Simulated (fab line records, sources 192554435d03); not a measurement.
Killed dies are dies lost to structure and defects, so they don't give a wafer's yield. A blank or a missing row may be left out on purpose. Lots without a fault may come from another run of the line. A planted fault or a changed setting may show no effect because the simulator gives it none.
fab line records | flow n5_finfet
record lots=7 wafers=18 last_day=16
route steps=1938 shown FIN_SAQP@117 BEOL_M4@1111
lots that met no fault: from a run of the same line without faults
start_h: hours from the record's first day to the start of the lot's first wafer shown | wait_h: hours since the lot's step before | " the same as in the row above | L1.1+2: a row that stands for several wafers | - no value, or no start given | * or withheld: withheld | < > ~ a bound
route shown NAME@n: a module of which the file shows steps, and the number in the route of the first | usual: mean/standard deviation of fault-free wafers | same: alike in all rows | chamber/n: place in a boat | sites: the reading at each site | _std_site: their standard deviation | _edge_site: outer sites' mean less inner sites' | radius_mm: how far each site lies from the wafer's centre | mask NAME#n: copy n | behind: the tool/chamber that last shaped the wafer | hold: why the lot was held/for how many hours/how that ended | device: the transistor (n, p or np) that didn't switch | end of line: the same wafers' tests at the end of the route | a step without rows: its recipe alone | killed: dies lost to structure and defects at the first sort, not the wafer's yield | map: a wafer's dies, x killed, . not, _ none there
set.NAME: the setting as run; set.NAME@STEP: as run at that earlier step | model.NAME: the simulator's own value behind a step, which no gauge read
lots at some steps of the route; a table a step, a row a wafer
services: from which hour (start_h, from the record's first day; less than 0 if before it) a tool's chamber was out of use, for how many hours, and why
## steps
# step N5_FIN_SAQP_STRIP_53
# recipe chemistry=N2/H2 temp_c=40 n2_flow_sccm=200 h2_flow_sccm=200 rf_frequency_hz=6e+07
# step N5_FIN_SAQP_HM_OPEN_73
# recipe chemistry=CHF3/O2 target=SiO2 stop_on=a-Si target_depth_a=120 over_etch_frac=1.8 mask_material=SOC time_s=16.8 pressure_mtorr=30 source_w=650 bias_w=170 Ar_flow_sccm=200 CHF3_flow_sccm=50 O2_flow_sccm=5 ion_energy_ev=200 ends=end_point
# usual drypump_motor_current_A=5.8/0.48 oes_f_703_au=0.78/0.066 oes_product_au=0.46/0.041 rf_vpp_V=522/4.3 showerhead_plenum_p_Torr=2.43/0.085 throttle_valve_pct=18.88/0.2
# columns lot.wafer tool chamber start_h wait_h drypump_motor_current_A oes_f_703_au oes_product_au rf_hours_counter_h rf_vpp_V showerhead_plenum_p_Torr throttle_valve_pct
L974.3 rie_diel-06 2 46.46 0.0 5.4 0.78 0.46 130 524 2.51 19.10
L974.6 " 1 " " 5.0 0.68 0.41 - 518 2.38 19.00
L975.2 rie_diel-01 3 51.75 0.0 6.2 0.82 0.49 84 528 2.53 18.70
L975.6 " 3 " " 6.2 0.82 0.49 - 529 2.53 18.71
L976.1 rie_diel-02 3 58.21 0.0 5.8 0.80 0.48 92 528 2.34 18.61
L976.3 " 1 " " 6.5 0.75 0.44 175 519 2.49 18.82
L983.2 rie_diel-06 1 100.92 0.0 5.0 0.67 0.41 249 518 2.38 19.02
L983.3 " 3 " " 6.4 0.79 0.47 105 521 2.43 19.03
L983.6 " 1 " " 5.0 0.67 0.41 - 518 2.38 19.03
L986.4 rie_diel-06 2 118.47 0.0 5.4 0.76 0.46 - 523 2.50 19.15
L986.5 " 3 " " 6.4 0.78 0.48 - 521 2.42 19.05
L986.6 " 0 " " 5.7 0.97 0.59 - 525 2.36 18.55
L988.1 rie_diel-01 2 130.31 0.0 5.1 0.73 0.42 219 519 2.48 19.17
L988.2 " 0 " " 5.6 0.76 0.45 157 517 2.32 19.07
L988.3 " 3 " " 6.2 0.79 0.47 112 528 2.52 18.75
L991.4 rie_diel-02 3 148.58 0.0 5.9 0.76 0.46 126 526 2.33 18.67
L991.5 " 0 " " 5.5 0.69 0.40 - 517 2.28 18.86
L991.6 " 3 " " 5.8 0.76 0.45 - 527 2.33 18.66
# step N5_FIN_SAQP_STRIP_74
# recipe chemistry=CHF3/O2 resist=SiARC rf_frequency_hz=6e+07
# step N5_FIN_SAQP_MANDREL_ETCH_22
# recipe target_depth_a=600 chemistry=HBr/Cl2 target=a-Si stop_on=SiNx bt_time_s=10 over_etch_frac=0.5 time_s=30 pressure_mtorr=10 icp_w=800 bias_w=75 HBr_flow_sccm=150 Cl2_flow_sccm=80 ends=end_point
# usual drypump_motor_current_A=5.6/0.47 oes_product_au=0.776/0.011 throttle_valve_pct=35.21/0.3
# columns lot.wafer tool chamber start_h wait_h drypump_motor_current_A oes_product_au rf_hours_counter_h throttle_valve_pct
L974.3 rie_si-02 3 46.54 0.0 5.3 0.786 124 35.48
L974.6 " 3 " " 5.3 0.790 - 35.45
L975.2 rie_si-02 3 51.83 0.0 5.3 0.776 124 35.47
L975.6 " 0 " " 5.3 0.783 - 35.01
L976.1 rie_si-04 3 58.29 0.0 6.2 0.753 125 35.37
L976.3 " 0 " " 5.4 0.775 56 34.88
L983.2 rie_si-04 2 101.01 0.0 5.5 0.772 96 35.53
L983.3 " 0 " " 5.4 0.784 57 34.85
L983.6 " 3 " " 6.2 0.777 - 35.31
L986.4 rie_si-02 1 118.53 0.0 5.6 0.800 43 35.38
L986.5 " 3 " " 5.3 0.789 - 35.47
L986.6 " 0 " " 5.2 0.794 - 35.03
L988.1 rie_si-04 1 130.40 0.0 5.6 0.766 1 34.74
L988.2 " 3 " " 6.2 0.759 127 35.38
L988.3 " 0 " " 5.4 0.775 58 34.86
L991.4 rie_si-06 3 148.67 0.0 4.8 0.778 187 35.29
L991.5 " 1 " " 6.4 0.784 - 35.00
L991.6 " 0 " " 4.9 0.768 - 35.01
# step N5_FIN_SAQP_STRIP_55
# recipe chemistry=N2/H2 power_w=500 temp_c=40 pressure_mtorr=50 rf_frequency_hz=6e+07 overash_fraction=0.3 bias_power_w=28 h2_frac=0.5 n2_flow_sccm=300 h2_flow_sccm=300
# usual bias_power_w=27.99/0.086 drypump_motor_current_A=5.8/0.48 oes_product_au=0.78/0.076 rf_vpp_V=122.1/1.5 showerhead_plenum_p_Torr=3.39/0.13 throttle_valve_pct=19.0/0.34
# same overash_fraction=0.3
# columns lot.wafer tool chamber start_h wait_h bias_power_w drypump_motor_current_A oes_product_au rf_hours_counter_h rf_vpp_V showerhead_plenum_p_Torr throttle_valve_pct
L974.3 rie_diel-06 1 46.64 0.1 28.15 5.0 0.69 230 118.4 3.30 18.8
L974.6 " 0 " " 28.06 5.7 0.68 - 119.4 3.31 19.1
L975.2 rie_diel-01 2 51.93 0.1 28.00 5.0 0.73 189 120.6 3.47 19.2
L975.6 " 2 " " 28.04 5.0 0.73 - 121.3 3.47 19.2
L976.1 rie_diel-01 0 58.70 0.4 27.98 5.7 0.78 131 123.0 3.23 19.1
L976.3 " 2 " " 27.99 5.0 0.73 192 124.2 3.47 19.2
L983.2 rie_diel-02 2 101.11 0.1 27.96 6.1 0.81 80 120.2 3.53 18.8
L983.3 " 3 " " 28.10 5.9 0.77 108 123.5 3.25 18.6
L983.6 " 2 " " 28.03 6.2 0.82 - 122.8 3.53 18.8
L986.4 rie_diel-02 0 118.62 0.1 27.80 5.5 0.69 232 119.8 3.18 19.0
L986.5 " 1 " " 28.08 6.6 0.71 - 121.6 3.48 19.1
L986.6 " 2 " " 27.83 6.1 0.80 - 122.1 3.53 18.8
L988.1 rie_diel-06 0 130.50 0.1 27.91 5.7 0.97 6 122.5 3.30 18.8
L988.2 " 2 " " 28.13 5.5 0.75 159 123.6 3.49 19.3
L988.3 " 3 " " 28.06 6.4 0.79 117 122.7 3.38 19.7
L991.4 rie_diel-06 1 148.81 0.1 27.96 5.0 0.94 8 121.4 3.28 18.4
L991.5 " 0 " " 27.92 5.7 0.95 - 119.9 3.30 18.8
L991.6 " 3 " " 27.86 6.4 0.78 - 121.9 3.38 19.7
# step N5_FIN_SAQP_STRIP_23
# recipe chemistry=SPM time_s=750 temp_c=130 h2so4_h2o2_vol_ratio=4
# step N5_FIN_SAQP_SRD_66
# recipe dry=ipa_marangoni time_s=30 temp_c=23 rinse_liquid=diw
# step N5_FIN_SAQP_RECESS_75
# recipe chemistry=HF/NH3 target=SiO2 target_depth_a=144 afs_cycles=3 temp_c=30 sublimation_temp_c=180 sublimation_time_s=60
# step N5_FIN_SAQP_SPACER1_ALD_24
# recipe material=SiO2 target_thk_a=203 temp_c=300 ald_precursor_family=BDEAS ald_co_reactant=O2-plasma pulse_time_s=1 purge_time_s=2 co_reactant_purge_time_s=2 ald_cycles=218 pressure_torr=2
# step N5_FIN_SAQP_SPACER1_ETCHBACK_25
# recipe chemistry=CHF3/O2 mode=anisotropic_etchback target=SiO2 target_depth_a=244 time_s=12.2 pressure_mtorr=30 source_w=650 bias_w=170 Ar_flow_sccm=200 CHF3_flow_sccm=50 O2_flow_sccm=5 ion_energy_ev=200
# usual drypump_motor_current_A=5.8/0.47 oes_f_703_au=0.78/0.072 oes_product_au=0.78/0.077 rf_vpp_V=522/4.1 showerhead_plenum_p_Torr=2.44/0.083 throttle_valve_pct=18.96/0.21
# columns lot.wafer tool chamber start_h wait_h drypump_motor_current_A oes_f_703_au oes_product_au rf_hours_counter_h rf_vpp_V showerhead_plenum_p_Torr throttle_valve_pct
L974.3 rie_diel-02 1 48.06 0.4 6.5 0.75 0.74 171 519 2.49 18.89
L974.6 " 0 " " 5.5 0.72 0.71 - 515 2.30 18.89
L975.2 rie_diel-01 2 53.35 0.4 5.0 0.74 0.73 190 518 2.49 19.19
L975.6 " 1 " " 5.6 0.94 0.96 - 530 2.57 18.62
L976.1 rie_diel-01 2 60.19 0.4 5.1 0.74 0.73 193 516 2.49 19.19
L976.3 " 0 " " 5.6 0.78 0.77 132 517 2.33 19.08
L983.2 rie_diel-06 2 102.61 0.4 5.4 0.77 0.76 149 522 2.50 19.21
L983.3 " 3 " " 6.4 0.79 0.78 106 523 2.43 19.11
L983.6 " 3 " " 6.4 0.78 0.79 - 523 2.43 19.11
L986.4 rie_diel-06 2 120.09 0.4 5.4 0.76 0.77 - 522 2.50 19.24
L986.5 " 3 " " 6.4 0.78 0.78 - 522 2.42 19.13
L986.6 " 0 " " 5.7 0.96 0.98 - 525 2.36 18.63
L988.1 rie_diel-01 3 132.72 0.6 6.2 0.78 0.79 113 528 2.52 18.83
L988.2 " 0 " " 5.7 0.75 0.75 159 518 2.32 19.14
L988.3 " 1 " " 5.6 0.87 0.89 33 530 2.55 18.67
L991.4 rie_diel-02 1 150.23 0.4 6.5 0.72 0.72 211 518 2.48 18.95
L991.5 " 2 " " 6.1 0.81 0.79 - 524 2.53 18.75
L991.6 " 1 " " 6.5 0.72 0.72 - 521 2.48 18.96
# step N5_FIN_SAQP_MANDREL1_REMOVE_56
# recipe chemistry=HBr/Cl2/O2 bt_time_s=10 target=a-Si stop_on=SiNx endpoint=OES-SiCl over_etch_frac=1 icp_w=600 bias_w=22 HBr_flow_sccm=150 Cl2_flow_sccm=80 O2_flow_sccm=5 pressure_mtorr=10
# step N5_FIN_SAQP_CD_MEAS_27
# recipe target_cd_nm=20 landing_energy_ev=1000 detector=se_inlens polarity=line
# usual cd_nm=20.30/0.24
# columns lot.wafer tool chamber start_h wait_h cd_nm
L974.3 cd_sem-02 0 48.27 0.1 20.40
L974.6 " 0 " " 20.40
L975.2 cd_sem-03 0 53.55 0.1 20.10
L975.6 " 0 " " 20.25
L976.1 cd_sem-01 0 60.39 0.1 20.64
L976.3 " 0 " " 20.35
L983.2 cd_sem-01 0 102.81 0.1 20.03
L983.3 " 0 " " 20.48
L983.6 " 0 " " 20.03
L986.4 cd_sem-02 0 120.26 0.1 20.26
L986.5 " 0 " " 20.28
L986.6 " 0 " " 20.19
L988.1 cd_sem-03 0 132.92 0.1 20.07
L988.2 " 0 " " 19.69
L988.3 " 0 " " 20.13
L991.4 cd_sem-01 0 150.44 0.1 20.12
L991.5 " 0 " " 20.65
L991.6 " 0 " " 20.06
# step N5_FIN_SAQP_ETCH_57
# recipe chemistry=CH3F/O2 target=SiNx mask_material=SiO2 target_depth_a=325 time_s=46.4 pressure_mtorr=30 source_w=395 bias_w=73 Ar_flow_sccm=150 CH3F_flow_sccm=30 O2_flow_sccm=20 ion_energy_ev=120 ends=cleared
# usual drypump_motor_current_A=5.7/0.48 etch_rf_on_time_s=46.2/0.77 oes_f_703_au=0.78/0.069 oes_product_au=0.66/0.064 rf_vpp_V=296.3/2.5 showerhead_plenum_p_Torr=2.02/0.074 throttle_valve_pct=16.39/0.21
# columns lot.wafer tool chamber start_h wait_h drypump_motor_current_A etch_rf_on_time_s oes_f_703_au oes_product_au rf_hours_counter_h rf_vpp_V showerhead_plenum_p_Torr throttle_valve_pct
L974.3 rie_diel-02 3 48.31 0.0 5.9 67.5 0.79 0.57 88 300.5 1.94 16.12
L974.6 " 1 " " 6.5 47.6 0.75 0.63 - 293.7 2.07 16.34
L975.2 rie_diel-02 3 53.60 0.0 5.9 66.7 0.80 0.56 90 298.9 1.94 16.11
L975.6 " 3 " " 5.9 46.8 0.79 0.68 - 298.8 1.94 16.14
L976.1 rie_diel-02 3 60.74 0.3 5.9 46.1 0.79 0.68 93 299.5 1.94 16.13
L976.3 " 2 " " 6.1 66.6 0.85 0.60 65 297.8 2.12 16.12
L983.2 rie_diel-01 3 102.91 0.1 6.2 45.8 0.80 0.68 103 299.8 2.09 16.24
L983.3 " 1 " " 5.6 45.7 0.90 0.77 22 301.2 2.12 16.05
L983.6 " 2 " " 5.1 46.6 0.73 0.62 - 293.2 2.06 16.69
L986.4 rie_diel-02 0 120.30 0.0 5.5 46.8 0.70 0.59 233 293.5 1.89 16.37
L986.5 " 0 " " 5.5 47.4 0.70 0.59 - 292.7 1.89 16.36
L986.6 " 3 " " 5.9 47.0 0.77 0.65 - 298.4 1.94 16.17
L988.1 rie_diel-02 2 133.00 0.1 6.1 46.6 0.81 0.68 92 298.5 2.11 16.18
L988.2 " 3 " " 5.9 45.3 0.76 0.66 119 298.4 1.94 16.18
L988.3 " 1 " " 6.5 45.3 0.73 0.61 204 294.9 2.06 16.40
L991.4 rie_diel-01 3 150.50 0.1 6.2 46.6 0.79 0.67 118 300.3 2.09 16.27
L991.5 " 2 " " 5.0 46.5 0.72 0.60 - 293.5 2.06 16.71
L991.6 " 1 " " 5.6 46.3 0.86 0.74 - 302.1 2.12 16.06
# step N5_FIN_SAQP_ETCH_65
# recipe chemistry=CF4 target=SiO2 target_depth_a=40 ion_energy_ev=350 time_s=4.4 pressure_mtorr=10 icp_w=800 bias_w=400 cf4_flow_sccm=80
# usual drypump_motor_current_A=5.6/0.45 oes_product_au=1.018/0.015 throttle_valve_pct=21.68/0.22
# columns lot.wafer tool chamber start_h wait_h drypump_motor_current_A oes_product_au rf_hours_counter_h throttle_valve_pct
L974.3 rie_si-02 2 48.42 0.1 5.9 1.046 96 21.53
L974.6 " 3 " " 5.3 1.023 - 21.85
L975.2 rie_si-06 3 53.71 0.1 4.7 1.011 185 21.88
L975.6 " 0 " " 4.9 1.006 - 21.45
L976.1 rie_si-04 2 60.85 0.1 5.5 1.006 96 21.82
L976.3 " 3 " " 6.2 1.009 125 21.83
L983.2 rie_si-02 2 103.01 0.1 5.9 1.030 97 21.52
L983.3 " 0 " " 5.2 1.036 7 21.61
L983.6 " 3 " " 5.3 1.018 - 21.87
L986.4 rie_si-04 1 120.41 0.1 5.6 0.998 1 21.27
L986.5 " 3 " " 6.2 1.012 - 21.85
L986.6 " 0 " " 5.4 1.029 - 21.43
L988.1 rie_si-02 1 133.10 0.1 5.6 1.041 43 21.90
L988.2 " 3 " " 5.3 1.008 126 21.87
L988.3 " 0 " " 5.2 1.035 8 21.62
L991.4 rie_si-04 1 150.60 0.1 5.5 0.992 1 21.27
L991.5 " 3 " " 6.2 1.006 - 21.85
L991.6 " 2 " " 5.5 0.998 - 21.80
# step N5_BEOL_M4_RC_MEAS_101
# usual DIBL_N=36.5/1.4 DIBL_P=36.6/1.6 IOFF_N=0.160/0.024 IOFF_P=0.217/0.029 ION_N=674/8.7 ION_P=464/6.5 SS_N=71.6/0.47 SS_P=73.4/0.57 VT_N=250.0/2.5 VT_P=-250/3.1
# columns lot.wafer tool chamber start_h wait_h DIBL_N[mV/V] DIBL_P[mV/V] IOFF_N[nA/um] IOFF_P[nA/um] ION_N[uA/um] ION_P[uA/um] SS_N[mV/dec] SS_P[mV/dec] VT_N[mV] VT_P[mV]
L974.3 prober-01 0 195.65 0.3 36.4 37.2 0.182 0.263 688 479 71.7 73.4 246.1 -245
L974.6 " 0 " " 36.7 37.0 0.184 0.254 690 476 71.8 72.3 249.1 -245
L975.2 prober-02 0 210.98 0.2 36.4 37.1 0.173 0.207 676 464 71.5 73.2 250.2 -250
L975.6 " 0 " " 36.7 37.4 0.177 0.214 682 464 70.9 73.4 246.3 -253
L976.1 prober-01 0 212.81 0.0 38.4 38.6 0.199 0.267 691 474 71.7 73.6 247.0 -245
L976.3 " 0 " " 35.3 34.4 0.143 0.201 674 467 71.5 72.9 249.6 -248
L983.2 prober-01 0 257.61 0.2 36.3 37.0 0.142 0.190 670 462 72.3 73.6 252.4 -254
L983.3 " 0 " " 35.1 34.0 0.123 0.161 658 450 71.1 73.2 254.8 -255
L983.6 " 0 " " 35.4 35.5 0.130 0.169 669 453 71.5 73.7 253.9 -254
L986.4 prober-02 0 263.61 0.5 35.7 35.3 0.135 0.167 676 456 71.4 73.1 251.1 -255
L986.5 " 0 " " 34.9 34.0 0.115 0.147 658 450 71.2 73.1 255.8 -259
L986.6 " 0 " " 35.9 35.2 0.131 0.162 661 453 72.1 73.6 252.4 -255
L988.1 prober-01 0 277.95 0.0 34.6 36.7 0.141 0.195 666 460 71.8 72.6 252.7 -252
L988.2 " 0 " " 34.3 35.8 0.130 0.185 659 456 71.4 73.3 254.4 -252
L988.3 " 0 " " 33.7 35.7 0.128 0.182 660 456 71.2 72.3 254.5 -254
L991.4 prober-01 0 286.84 0.5 35.6 35.8 0.148 0.229 680 473 71.2 73.2 249.0 -248
L991.5 " 0 " " 37.5 37.4 0.180 0.263 685 473 71.9 73.4 247.9 -243
L991.6 " 0 " " 34.8 34.1 0.131 0.214 668 469 71.3 73.2 252.6 -248
## services
# columns tool chamber start_h hours kind
rie_diel-01 1 22.71 - clean
rie_diel-01 1 22.71 - consumable_replace:focus_ring
rie_diel-01 1 22.71 - consumable_replace:showerhead
rie_diel-01 1 22.71 16.1 scheduled_down
rie_diel-01 1 22.71 16.1 vent_cycle
rie_diel-01 - 22.98 14.6 pm
rie_si-06 - 45.21 0.7 repair
rie_diel-06 - 57.20 3.8 repair
rie_si-04 1 58.11 - clean
rie_si-04 1 58.11 19.2 scheduled_down
rie_si-04 1 58.11 19.2 vent_cycle
rie_diel-01 1 64.71 3.8 repair
rie_diel-06 0 82.34 - clean
rie_diel-06 0 82.34 - consumable_replace:focus_ring
rie_diel-06 0 82.34 29.6 scheduled_down
rie_diel-06 0 82.34 29.6 vent_cycle
rie_si-06 0 98.38 8.0 repair
rie_diel-06 1 112.08 - clean
rie_diel-06 1 112.08 - consumable_replace:focus_ring
rie_diel-06 1 112.08 16.5 scheduled_down
rie_diel-06 1 112.08 16.5 vent_cycle
## key
first_sign step=N5_FIN_SAQP_ETCH_57 reading=etch_rf_on_time_s direction=up sigmas=27 usual=* struck=*
effect none on later readings
met_at N5_FIN_SAQP_ETCH_57
struck_wafers L974.3,L975.2,L976.3
fault kind=process_parameter_drift tool=rie_diel-02 chamber=- onset_h=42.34 steps=N5_FIN_SAQP_ETCH_57 channel=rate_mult offset=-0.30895 shape=step end_h=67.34 scope=struck_wafers_only
